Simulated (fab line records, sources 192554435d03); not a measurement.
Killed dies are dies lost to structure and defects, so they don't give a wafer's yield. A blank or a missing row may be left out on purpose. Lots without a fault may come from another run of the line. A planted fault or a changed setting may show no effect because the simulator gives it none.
Split-lot experiment | flow n5_finfet | 7 lots, 39 wafers read, on a route of 1938 steps

THE SPLIT
At N5_DUMMY_GATE_ETCH_37 (etches SOC in N2/H2, target depth 60 nm, overetch 30 nm), the setting source_w was moved away from the recipe's 840 W on 15 of the 39 wafers read, by -9.9% to +16.0%. The other wafers ran this setting at the recipe's value.

The reading is taken at the split's own step.

THE READING
rf_vpp_V, in V, at N5_DUMMY_GATE_ETCH_37 (etches SOC in N2/H2, target depth 60 nm, overetch 30 nm). Fault-free wafers of this fab line usually give 525 V, standard deviation 3.1 V.

wafer  | tool, chamber at the split | source_w as run, W | against the recipe | rf_vpp_V, V | against lot-mates on the recipe
L076.1 | rie_diel-05, 1             | 944.9              | +12.5%             | 508         | -14
L076.2 | rie_diel-05, 2             | 840                | recipe             | 520         | -
L076.3 | rie_diel-05, 0             | 840                | recipe             | 527         | -
L076.4 | rie_diel-05, 2             | 840                | recipe             | 520         | -
L076.5 | rie_diel-05, 1             | 944.9              | +12.5%             | 508         | -14
L076.6 | rie_diel-05, 0             | 944.9              | +12.5%             | 508         | -14
L077.1 | rie_diel-04, 1             | 840                | recipe             | 526         | -
L077.2 | rie_diel-04, 0             | 919.1              | +9.4%              | 507         | -17
L077.3 | rie_diel-04, 3             | 919.1              | +9.4%              | 513         | -11
L077.4 | rie_diel-04, 2             | 840                | recipe             | 520         | -
L077.5 | rie_diel-04, 3             | 840                | recipe             | 526         | -
L077.6 | rie_diel-04, 2             | 919.1              | +9.4%              | 505         | -19
L086.1 | rie_diel-03, 3             | 941.4              | +12.1%             | 504         | -19
L086.2 | rie_diel-03, 0             | 840                | recipe             | 521         | -
L086.3 | rie_diel-03, 2             | 941.4              | +12.1%             | 507         | -16
L086.4 | rie_diel-03, 1             | 840                | recipe             | 525         | -
L086.5 | rie_diel-03, 1             | 840                | recipe             | 524         | -
L086.6 | rie_diel-03, 2             | 941.4              | +12.1%             | 506         | -17
L087.2 | rie_diel-05, 3             | 840                | recipe             | 524         | -
L087.5 | rie_diel-05, 1             | 840                | recipe             | 530         | -
L087.6 | rie_diel-05, 3             | 840                | recipe             | 522         | -
L090.1 | rie_diel-03, 1             | 974                | +16.0%             | 497         | -28
L090.2 | rie_diel-03, 3             | 974                | +16.0%             | 499         | -26
L090.3 | rie_diel-03, 0             | 840                | recipe             | 522         | -
L090.4 | rie_diel-03, 2             | 840                | recipe             | 527         | -
L090.5 | rie_diel-03, 3             | 974                | +16.0%             | 497         | -28
L090.6 | rie_diel-03, 2             | 840                | recipe             | 527         | -
L092.1 | rie_diel-05, 0             | 840                | recipe             | 528         | -
L092.2 | rie_diel-05, 1             | 840                | recipe             | 529         | -
L092.3 | rie_diel-05, 2             | 757                | -9.9%              | 546         | +19
L092.4 | rie_diel-05, 3             | 840                | recipe             | 524         | -
L092.5 | rie_diel-05, 3             | 757                | -9.9%              | 540         | +13
L092.6 | rie_diel-05, 2             | 757                | -9.9%              | 547         | +20
L093.1 | rie_diel-03, 1             | 840                | recipe             | 524         | -
L093.2 | rie_diel-03, 2             | 840                | recipe             | 524         | -
L093.3 | rie_diel-03, 1             | 840                | recipe             | 524         | -
L093.4 | rie_diel-03, 2             | 840                | recipe             | 526         | -
L093.5 | rie_diel-03, 1             | 840                | recipe             | 525         | -
L093.6 | rie_diel-03, 2             | 840                | recipe             | 527         | -

THE FIT
A straight line over all 39 wafers: rf_vpp_V changes by -1.67 V for each +1% of source_w; r = -0.97; the points scatter about the line by 3 V.
The same after taking each lot's own level away (the mean of its wafers on the recipe; 39 wafers): -1.57 V for each +1%; r = -0.97; scatter 3 V.
On that fit, the largest move of source_w shifts the reading by 25 V.
The lots' own levels span 522.3 to 527.0 V, that is 1.5 times the standard deviation above.
So the lot-to-lot level changes the slope little: the two slopes agree.
Check: with one of the wafers moved furthest among these (+16.0%) left out of the fit, the line predicts -24.2 V for it against its lot-mates. It came out at -28.3 V against them.
Tool readings at the split's step, against how far the setting was moved: rf_vpp_V r = -0.97.

OTHER SPLITS ON THESE WAFERS
These wafers also went through other splits before the reading. Each is held against what the fit with the lots' levels taken away leaves over:
other split on the same wafers    | wafers away from the commonest value | r with rf_vpp_V (lot level and that fit taken away)
N5_WELL_APT_IMPLANT_15 energy_kev | 15                                   | -0.05
N5_WELL_APT_EXPOSE_22 dose_mj     | 15                                   | +0.14
N5_DUMMY_GATE_CVD_03 target_thk_a | 24                                   | +0.02

THE FILE'S OWN FIT
rf_vpp_V changes by -1.56 V for each +1% of source_w, r = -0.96.
